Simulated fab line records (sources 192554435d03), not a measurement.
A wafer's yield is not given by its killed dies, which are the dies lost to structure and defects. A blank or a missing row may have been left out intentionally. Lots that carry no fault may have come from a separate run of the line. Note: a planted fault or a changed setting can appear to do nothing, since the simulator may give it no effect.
A lot that was struck, set against a sound lot || flow n5Finfet || 38 steps out of a route of 1938
Sound: these wafers, L780.3, L780.5, L780.6. Wafers L790.3, L790.5, L790.6 were the ones struck. The cause comes at the end.
For every step that has rows: the tool of each side, followed by ch and its chambers, followed by its first start. Under that, the readings that differ: sound wafers || struck wafers || difference of the means || sigmas: that difference in standard deviations of wafers without a fault.
alike: readings whose means differ by less than 2 such deviations, and words and numbers that are the same on both sides. not compared: withheld readings, readings that some wafer has no value for, bounds like >300 that may hide the same value, and numbers for which the record gives no deviation and whose values overlap.
The two part at a step that has a row with sigmas, a row that says differs or no value, or rows on one side only. Non-overlapping numbers with no deviation appear without sigmas and do not part them. A reading missing from all wafers of one side parts the sides only when that side holds two or more wafers.

first, 9 steps without rows for these wafers: N5_PMOS_HMC_CHANNEL_EPI_PRECLEAN_40 (cleans in DHF, time 30 s); N5_PMOS_HMC_CHANNEL_EPI_PRECLEAN_37 (cleans in O3/DIW, time 45 s); N5_PMOS_HMC_CHANNEL_EPI_PRECLEAN_24 (cleans in DHF, time 30 s); N5_PMOS_HMC_CHANNEL_EPI_SRD_25 (time 30 s); N5_PMOS_HMC_CHANNEL_EPI_EPI_26 (deposits Si from SiH4/H2, target thk 3.8 nm, time 22.7 s); N5_FIN_SAQP_PRECLEAN_42 (cleans in O3/DIW, time 60 s); N5_FIN_SAQP_PRECLEAN_00 (cleans in SC1, time 60 s); N5_FIN_SAQP_PRECLEAN_44 (cleans in SC2, time 45 s); N5_FIN_SAQP_SRD_01 (time 30 s).
N5_FIN_SAQP_ALD_61: deposits SiO2, target thk 4 nm, pulse time 1 s, purge time 2 s.
  sound on aldSin-03 ch 2,3, day 2 08:26; struck on aldSin-03 ch 0,1,3, day 4 23:23
  alike: heaterPowerW, precursorPulseHeightRel
  not compared: sinceWetCleanH
then, 14 steps without rows for these wafers: N5_FIN_SAQP_DENSIFY_62 (time 60 s); N5_FIN_SAQP_HM_DEP_03 (deposits SiNx from SiH4/NH3/N2, target thk 38 nm, time 33.6 s); N5_FIN_SAQP_PECVD_47 (deposits a-Si from SiH4/He, target thk 45 nm, time 36.3 s); N5_FIN_SAQP_PECVD_48 (deposits SiNx from SiH4/NH3/N2, target thk 25 nm, time 22.1 s); N5_FIN_SAQP_PECVD_06 (deposits a-Si from SiH4/He, target thk 60 nm, time 48.1 s); N5_FIN_SAQP_HM_DEP_72 (deposits SiO2 from SiH4/N2O, target thk 12 nm, time 7.2 s); N5_FIN_SAQP_COAT_49 (time 60 s, resist thk 100 nm); N5_FIN_SAQP_COAT_50 (time 60 s, resist thk 35 nm); N5_FIN_SAQP_COAT_10 (resist thk 90 nm); N5_FIN_SAQP_EBR_12; N5_FIN_SAQP_SOFTBAKE_11 (time 60 s); N5_FIN_SAQP_EXPOSE_13 (exposes mask FIN CORE, target cd 35.6 nm); N5_FIN_SAQP_PEB_14 (peb time 60 s); N5_FIN_SAQP_DEVELOP_15 (develop time 30 s).
N5_FIN_SAQP_INSPECT_18: inspects for defects (brightfield).
  sound: defectInspect-02 at day 2 09:49; struck: defectInspect-01 at day 5 00:45
{"reading": "rawDefectCount", "sound": "370 352 343", "struck": "1270 1324 1340", "difference": "+956", "sigmas": "+8"}
then, 10 steps without rows for these wafers: N5_FIN_SAQP_DESCUM_21 (chemistry O2, time 7.9 s); N5_FIN_SAQP_ETCH_51 (etches SiARC in CF4, target depth 45.5 nm, time 75.8 s); N5_FIN_SAQP_ETCH_52 (etches SOC in N2/H2, target depth 100 nm, overetch 20 nm, time 150 s); N5_FIN_SAQP_STRIP_53 (strips in N2/H2); N5_FIN_SAQP_HM_OPEN_73 (chemistry CHF3/O2, target SiO2, stops on a-Si, target depth 12 nm, time 16.8 s); N5_FIN_SAQP_STRIP_74 (strips in CHF3/O2); N5_FIN_SAQP_MANDREL_ETCH_22 (etches a-Si in HBr/Cl2, stops on SiNx, target depth 60 nm, bt time 10 s, time 30 s); N5_FIN_SAQP_STRIP_55 (strips in N2/H2); N5_FIN_SAQP_STRIP_23 (strips in SPM, time 750 s); N5_FIN_SAQP_SRD_66 (time 30 s).
N5_FIN_SAQP_INSPECT_40: inspects for defects (brightfield).
  sound: defectInspect-02 at day 2 14:40; struck: defectInspect-01 at day 5 07:22
{"reading": "rawDefectCount", "sound": "254 214 181", "struck": "1130 1163 1236", "difference": "+960", "sigmas": "+15"}
N5_FIN_CUT_INSPECT_10: inspects for defects (brightfield).
  sound: defectInspect-01 at day 2 15:11; struck: defectInspect-02 at day 5 07:52
{"reading": "rawDefectCount", "sound": "52 46 41", "struck": "953 961 984", "difference": "+920", "sigmas": "+84"}
-- the record jumps here: 11 days lie between the struck wafers' starts before and after (it left off in module FIN_CUT and takes up again in module PASSIVATION, whose first step shown is number 1936 of the route) --
N5_PASSIVATION_PROBE_49:
  rows exist in the record for the struck wafers here (prober-01, day 16 02:13), but not for the sound ones

## WHERE THEY PART
Last at N5_PASSIVATION_PROBE_49 as far as this record goes, first at N5_FIN_SAQP_INSPECT_18.

WHY: the cause the simulator had injected
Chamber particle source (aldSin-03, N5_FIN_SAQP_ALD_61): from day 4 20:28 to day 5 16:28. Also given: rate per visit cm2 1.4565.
